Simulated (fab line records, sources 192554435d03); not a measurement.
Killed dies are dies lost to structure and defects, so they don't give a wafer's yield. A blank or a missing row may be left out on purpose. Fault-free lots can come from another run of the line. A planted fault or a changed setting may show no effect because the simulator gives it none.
Which of the tools did it? -- flow n5Finfet -- 7 lots, 21 wafers sampled, at 8 steps of a route of 1938

## WHAT THE GAUGES SHOWED, per wafer
N5_BEOL_M11_CD_MEAS_28: target cd 70 nm. Usual: cdNm reads 69.7 nm (standard deviation 0.8).
lot,measured,on,cdNm (nm),flag
L273,day 11 05:50,cdSem-01,71.0 69.9 70.8,
L278,day 11 21:29,cdSem-02,70.3 70.4 71.6,
L282,day 13 00:31,cdSem-01,69.6 68.8 69.5,
L286,day 14 01:40,cdSem-01,69.1 70.7 68.7,
L288,day 14 15:31,cdSem-01,68.6 67.8 68.3,
L292,day 16 13:12,cdSem-03,69.5 70.7 69.8,
L293,day 16 14:56,cdSem-02,68.4 69.6 70.4,

N5_BEOL_M11_OCD_MEAS_38. Usual: trenchDepthNm reads 148.5 nm (standard deviation 2.9).
lot,measured,on,trenchDepthNm (nm),flag
L273,day 11 06:25,ocd-01,146.9 144.8 147.9,
L278,day 11 22:05,ocd-01,151.6 151.4 151.7,
L282,day 13 01:06,ocd-02,144.2 152.4 144.6,
L286,day 14 02:23,ocd-01,150.2 148.1 149.8,
L288,day 14 16:06,ocd-02,149.8 147.6 142.9,
L292,day 16 13:47,ocd-01,135.6 131.9 136.5,OFF
L293,day 16 15:32,ocd-02,137.1 143.5 135.3,OFF

N5_BEOL_M11_THK_MEAS_53: measures by xrf. Usual: M11_THK gives 139 nm (standard deviation 3.3).
lot,measured,on,M11_THK (nm),flag
L273,day 11 09:28,filmMetro-02,136 133 137,
L278,day 12 01:51,filmMetro-02,145 143 145,
L282,day 13 04:02,filmMetro-02,137 144 138,
L286,day 14 05:58,filmMetro-02,141 138 140,
L288,day 14 21:04,filmMetro-01,142 139 135,
L292,day 16 16:17,filmMetro-02,125 122 125,OFF
L293,day 16 21:10,filmMetro-01,129 133 126,

N5_BEOL_M11_RS_MEAS_57: measures by four-point-probe. Usual: M11_RS gives 0.152 ohm/sq (standard deviation 0.0039).
lot,measured,on,M11_RS (ohm/sq),flag
L273,day 11 09:37,filmMetro-02,0.155 0.158 0.156,
L278,day 12 01:58,filmMetro-02,0.147 0.149 0.148,
L282,day 13 04:10,filmMetro-01,0.156 0.147 0.154,
L286,day 14 06:05,filmMetro-01,0.150 0.154 0.152,
L288,day 14 21:11,filmMetro-02,0.149 0.153 0.157,
L292,day 16 16:25,filmMetro-01,0.172 0.174 0.170,OFF
L293,day 16 21:17,filmMetro-01,0.165 0.159 0.169,OFF

N5_BEOL_M15_RC_MEAS_101. Usual: COMB_M10 1.5e-11 S/m, standard deviation 3e-12; COMB_M11 1.43e-11 S/m, standard deviation 2.7e-12; COMB_M12 6.2e-12 S/m, standard deviation 1.2e-12; COMB_M12_max_site 9.1e-12 S/m, standard deviation 2.2e-12; COMB_M13 4.7e-12 S/m, standard deviation 1.1e-12; COMB_M14 3.5e-12 S/m, standard deviation 7.4e-13; COMB_M14_max_site 5.1e-12 S/m, standard deviation 1.2e-12; COMB_M15 2.5e-12 S/m, standard deviation 5.7e-13; COMB_M5 3.7e-11 S/m, standard deviation 8.1e-12; COMB_M6 2.5e-11 S/m, standard deviation 5.6e-12; COMB_M7 2.5e-11 S/m, standard deviation 5.2e-12; COMB_M8 2.5e-11 S/m, standard deviation 5.4e-12; COMB_M9 1.46e-11 S/m, standard deviation 3e-12; SERP_M10 3.05 ohm/um, standard deviation 0.1; SERP_M11 3.09 ohm/um, standard deviation 0.1; SERP_M11_max_site 3.17 ohm/um, standard deviation 0.1; SERP_M12 0.646 ohm/um, standard deviation 0.018; SERP_M13 0.310 ohm/um, standard deviation 0.0063; SERP_M14 0.159 ohm/um, standard deviation 0.0047; SERP_M5 38.9 ohm/um, standard deviation 1.8; SERP_M6 13.9 ohm/um, standard deviation 0.53; SERP_M7 14.0 ohm/um, standard deviation 0.48; SERP_M8 13.6 ohm/um, standard deviation 0.5; SERP_M9 3.07 ohm/um, standard deviation 0.098.
lot,measured,on,COMB_M10 (S/m),COMB_M11 (S/m),COMB_M12 (S/m),COMB_M12_max_site (S/m),COMB_M13 (S/m),COMB_M14 (S/m),COMB_M14_max_site (S/m),COMB_M15 (S/m),COMB_M5 (S/m),COMB_M6 (S/m),COMB_M7 (S/m),COMB_M8 (S/m),COMB_M9 (S/m),SERP_M10 (ohm/um),SERP_M11 (ohm/um),SERP_M11_max_site (ohm/um),SERP_M12 (ohm/um),SERP_M13 (ohm/um),SERP_M14 (ohm/um),SERP_M5 (ohm/um),SERP_M6 (ohm/um),SERP_M7 (ohm/um),SERP_M8 (ohm/um),SERP_M9 (ohm/um),flag
L273,day 12 16:34,prober-01,1.4e-11 1.3e-11 2.1e-11,1.27e-11 1.29e-11 1.24e-11,5.1e-12 6.6e-12 7.8e-12,8.3e-12 1.1e-11 1.01e-11,3.5e-12 4.5e-12 4e-12,2.4e-12 2.3e-12 3.7e-12,5.6e-12 3.7e-12 5.6e-12,2e-12 1.9e-12 2.3e-12,3e-11 3.7e-11 3e-11,2.9e-11 2.8e-11 4.3e-11,2e-11 2.9e-11 2e-11,1.9e-11 2.8e-11 1.8e-11,2.03e-11 2.04e-11 1.71e-11,3.18 2.97 2.99,3.13 3.28 3.28,3.25 3.36 3.36,0.644 0.622 0.643,0.315 0.311 0.320,0.159 0.166 0.154,38.4 36.7 37.9,14.2 14.2 14.0,14.2 12.8 14.0,13.5 13.9 13.6,3.05 3.21 2.95,
L278,day 13 18:31,prober-01,1.5e-11 1.8e-11 2.2e-11,1.79e-11 1.38e-11 1.65e-11,4.8e-12 4.1e-12 5.1e-12,7.4e-12 7.1e-12 6.5e-12,3.3e-12 3.6e-12 3.3e-12,2.6e-12 3.4e-12 3.4e-12,4.1e-12 6.5e-12 4.6e-12,1.8e-12 1.9e-12 1.5e-12,3.7e-11 4.7e-11 5.7e-11,3.1e-11 2.9e-11 3.1e-11,3.8e-11 1.7e-11 2e-11,4.8e-11 2.2e-11 3.1e-11,1.22e-11 1.21e-11 1.34e-11,3.03 3.25 2.92,2.93 3.06 3.03,3.02 3.09 3.10,0.630 0.620 0.633,0.329 0.314 0.324,0.154 0.163 0.162,43.3 41.2 40.0,14.7 13.7 13.7,13.8 13.9 13.1,13.3 13.5 13.1,3.02 2.98 3.10,
L282,day 14 08:24,prober-01,1.5e-11 1.2e-11 2.1e-11,1.44e-11 1.41e-11 1.3e-11,4.9e-12 6.1e-12 8.5e-12,6.6e-12 8.4e-12 1.2e-11,5.1e-12 3.9e-12 3.8e-12,3.1e-12 3.7e-12 3.9e-12,4.7e-12 7e-12 5.6e-12,2.4e-12 2.4e-12 1.7e-12,3.2e-11 2.4e-11 2.2e-11,2.5e-11 1.6e-11 1.7e-11,2e-11 1.9e-11 1.7e-11,2.7e-11 3.4e-11 2.9e-11,1.21e-11 1.35e-11 1.57e-11,2.96 3.17 2.95,3.14 2.97 3.10,3.22 3.06 3.22,0.668 0.654 0.668,0.308 0.314 0.306,0.157 0.159 0.157,39.7 40.9 39.9,13.7 13.8 13.3,13.1 13.7 13.7,13.3 13.7 14.1,2.88 2.89 3.10,
L286,day 15 07:00,prober-02,1.4e-11 1.5e-11 1.8e-11,1.51e-11 1.72e-11 1.21e-11,8.3e-12 8e-12 8.3e-12,1.2e-11 9.4e-12 1.52e-11,5e-12 4.8e-12 5.6e-12,3.7e-12 4.4e-12 4.2e-12,4.9e-12 5.5e-12 5.2e-12,1.8e-12 2.4e-12 2.7e-12,4.1e-11 3.3e-11 2.8e-11,2.2e-11 2.7e-11 2.1e-11,3e-11 3.2e-11 3e-11,2.7e-11 2.2e-11 1.7e-11,1.74e-11 1.41e-11 1.08e-11,3.17 3.13 2.97,3.09 3.13 3.16,3.14 3.18 3.28,0.648 0.631 0.669,0.310 0.304 0.316,0.164 0.158 0.156,40.1 39.8 38.4,14.1 13.4 13.3,14.1 13.5 14.1,13.3 13.6 13.1,3.06 3.02 3.07,
L288,day 15 19:10,prober-02,1.4e-11 2e-11 1.4e-11,1.49e-11 1.68e-11 2.05e-11,6.6e-12 6.6e-12 6.1e-12,8.6e-12 8.1e-12 8.6e-12,6e-12 4e-12 5.1e-12,3e-12 3.6e-12 3.8e-12,3.9e-12 5.7e-12 4.4e-12,3.3e-12 3.6e-12 3e-12,3.4e-11 2.9e-11 3.6e-11,2.3e-11 2.5e-11 2e-11,3.1e-11 2.8e-11 1.9e-11,2.2e-11 2.4e-11 2.4e-11,1.89e-11 1.6e-11 1.89e-11,2.90 3.11 2.90,3.09 3.09 3.25,3.20 3.18 3.31,0.635 0.639 0.661,0.312 0.296 0.303,0.164 0.156 0.155,40.3 40.2 38.9,14.7 14.5 14.7,14.4 13.9 13.9,12.3 13.5 13.5,3.16 3.17 3.08,
L292,day 18 00:22,prober-01,1.5e-11 1.3e-11 1.5e-11,1.37e-11 1.55e-11 1.76e-11,7.2e-12 5.7e-12 6.9e-12,8.4e-12 1.01e-11 9.5e-12,5e-12 3.5e-12 4.7e-12,3.9e-12 4.5e-12 3.3e-12,7.6e-12 5.3e-12 6e-12,2.8e-12 2.6e-12 1.9e-12,3.2e-11 3.8e-11 2.9e-11,2.5e-11 3.5e-11 2.9e-11,2e-11 3.4e-11 3.2e-11,2.3e-11 2.2e-11 2.5e-11,1.49e-11 2.04e-11 1.7e-11,3.12 3.10 3.02,3.48 3.60 3.49,3.57 3.64 3.61,0.665 0.666 0.639,0.301 0.309 0.306,0.160 0.167 0.158,39.4 40.8 39.8,14.7 13.6 13.7,13.7 14.2 14.4,12.7 12.8 12.9,3.20 3.33 3.04,OFF
L293,day 17 16:23,prober-02,1.7e-11 1.4e-11 1.3e-11,1.71e-11 1.49e-11 1.59e-11,6.3e-12 6.2e-12 8e-12,7.9e-12 1.05e-11 2.04e-11,4e-12 5.3e-12 3.6e-12,4.1e-12 3.2e-12 3.4e-12,5e-12 4.1e-12 5.2e-12,2.5e-12 2.2e-12 2.7e-12,4.2e-11 4.4e-11 3.9e-11,2.2e-11 2.6e-11 2.2e-11,1.9e-11 2.1e-11 2.1e-11,2.2e-11 2.1e-11 2.2e-11,1.42e-11 1.2e-11 1.1e-11,3.16 2.97 3.03,3.31 3.29 3.42,3.39 3.37 3.50,0.633 0.643 0.624,0.314 0.309 0.317,0.157 0.159 0.166,36.9 38.4 37.0,13.6 13.7 13.4,13.8 13.4 13.6,12.9 14.3 12.8,3.01 2.98 2.94,

## WHAT TOOL EACH LOT RAN ON (gives the tool, then ch and the chambers of the sampled wafers, and finally the start)
lot,N5_BEOL_M11_ETCH_66,N5_BEOL_M11_TRENCH_ETCH_37,N5_BEOL_M11_SPUTTER_48
L273,"rieDiel-03 ch 0,1,2, day 11 06:00","rieDiel-03 ch 0,1,2, day 11 06:14","pvdSputter-02, day 11 08:05"
L278,"rieDiel-01 ch 1,3, day 11 21:40","rieDiel-01 ch 1,3, day 11 21:53","pvdSputter-02, day 12 01:02"
L282,"rieDiel-02 ch 0,3, day 13 00:41","rieDiel-02 ch 0,3, day 13 00:55","pvdSputter-03, day 13 02:47"
L286,"rieDiel-02 ch 0,1,2, day 14 01:58","rieDiel-02 ch 0,1,2, day 14 02:12","pvdSputter-03, day 14 05:07"
L288,"rieDiel-03 ch 0,1,3, day 14 15:41","rieDiel-03 ch 0,1,3, day 14 15:55","pvdSputter-01, day 14 19:52"
L292,"rieDiel-03 ch 0,1, day 16 13:22","rieDiel-03 ch 0,1, day 16 13:36","pvdSputter-03, day 16 15:22"
L293,"rieDiel-03 ch 1,2,3, day 16 15:07","rieDiel-03 ch 1,2,3, day 16 15:21","pvdSputter-01, day 16 20:17"
- N5_BEOL_M11_ETCH_66: etches SOC in N2/H2, target depth 120 nm, overetch 24 nm, time 180 s.
- N5_BEOL_M11_TRENCH_ETCH_37: etches SiCOH lowk in C4F6/O2, target depth 148.83 nm, time 48 s.
- N5_BEOL_M11_SPUTTER_48: material Cu, target thk 12 nm, time 2 s.

## AS READ BY THE TOOLS THEMSELVES (means over the sampled wafers that have a number; for cases with no such wafer, the mark the record gives instead)
N5_BEOL_M11_ETCH_66. Usual: drypumpMotorCurrentA 5.9 A, standard deviation 0.52; oesProductAu 0.63 a.u., standard deviation 0.071; rfVppV 523.2 V, standard deviation 2.4; showerheadPlenumPTorr 2.52 Torr, standard deviation 0.087; tempC 39.99 C, standard deviation 0.11; throttleValvePct 17.83 %, standard deviation 0.3.
lot,tool,drypumpMotorCurrentA (A),oesProductAu (a.u.),rfVppV (V),showerheadPlenumPTorr (Torr),tempC (C),throttleValvePct (%),flag
L273,rieDiel-03,5.6,0.59,524.1,2.57,39.99,17.87,
L278,rieDiel-01,5.5,0.72,524.2,2.54,39.94,17.26,
L282,rieDiel-02,6.0,0.60,520.2,2.43,40.20,17.94,
L286,rieDiel-02,5.7,0.65,521.1,2.45,40.05,17.86,
L288,rieDiel-03,5.9,0.61,525.3,2.57,39.98,17.85,
L292,rieDiel-03,5.3,0.58,524.6,2.55,40.10,17.88,
L293,rieDiel-03,6.2,0.59,524.6,2.57,39.93,17.92,

N5_BEOL_M11_TRENCH_ETCH_37. Usual: drypumpMotorCurrentA 5.9 A (standard deviation 0.52); mfcArSccm 300.0 sccm (standard deviation 0.92); oes_f_703_au 0.78 a.u. (standard deviation 0.088); oesProductAu 0.78 a.u. (standard deviation 0.096); rfVppV 659 V (standard deviation 11); showerheadPlenumPTorr 2.83 Torr (standard deviation 0.088); throttleValvePct 20.98 % (standard deviation 0.29).
lot,tool,drypumpMotorCurrentA (A),mfcArSccm (sccm),oes_f_703_au (a.u.),oesProductAu (a.u.),rfVppV (V),showerheadPlenumPTorr (Torr),throttleValvePct (%),flag
L273,rieDiel-03,5.6,299.9,0.74,0.73,657,2.88,20.96,
L278,rieDiel-01,5.5,300.1,0.91,0.89,669,2.86,20.48,
L282,rieDiel-02,6.0,298.9,0.74,0.73,666,2.74,21.05,
L286,rieDiel-02,5.7,301.0,0.80,0.81,652,2.76,21.10,
L288,rieDiel-03,5.8,299.8,0.77,0.75,656,2.89,20.98,
L292,rieDiel-03,5.3,299.6,0.73,0.68,659,2.86,20.96,
L293,rieDiel-03,6.2,298.9,0.75,0.71,653,2.88,21.04,

N5_BEOL_M11_SPUTTER_48. Usual: throttleValvePct reads 30.3 % (standard deviation 1.1).
lot,tool,throttleValvePct (%),flag
L273,pvdSputter-02,28.9,
L278,pvdSputter-02,28.9,
L282,pvdSputter-03,30.7,
L286,pvdSputter-03,31.3,
L288,pvdSputter-01,30.9,
L292,pvdSputter-03,31.6,
L293,pvdSputter-01,31.2,

## THE ANSWER, worked out from the rows above alone
Rule: take the mean of a lot's wafers that have a number; if it is more than 3 standard deviations from the usual mean, the lot is off. Also off: a lot with no number at a reading for which 4 or more lots have one. All remaining lots with rows at the step are treated as sound. Order of review: gauges by route order, followed by the tools' own readings, for which a lot's mean as printed above is used. At the first step where some lot is off, the reading lying furthest off is the one used; lots without a number count as furthest.
Off, at N5_BEOL_M11_OCD_MEAS_38 on trenchDepthNm: L292, L293.
If a tool, at a process step before that reading, ran all the lots that are off and no sound lot after the first of them, it fits. Not tried: the gauges at N5_BEOL_M11_OCD_MEAS_38; whatever is off there is also off at N5_BEOL_M11_RS_MEAS_57, on other tools, and gauge error can't account for it. One fits: N5_BEOL_M11_ETCH_66 and N5_BEOL_M11_TRENCH_ETCH_37 on rieDiel-03. At N5_BEOL_M11_ETCH_66 its last sound lot is L288 (day 14 15:41), its first lot that is off L292 (day 16 13:22): a fault that began between those two fits.

## WHAT WAS PUT IN BY THE SIMULATOR
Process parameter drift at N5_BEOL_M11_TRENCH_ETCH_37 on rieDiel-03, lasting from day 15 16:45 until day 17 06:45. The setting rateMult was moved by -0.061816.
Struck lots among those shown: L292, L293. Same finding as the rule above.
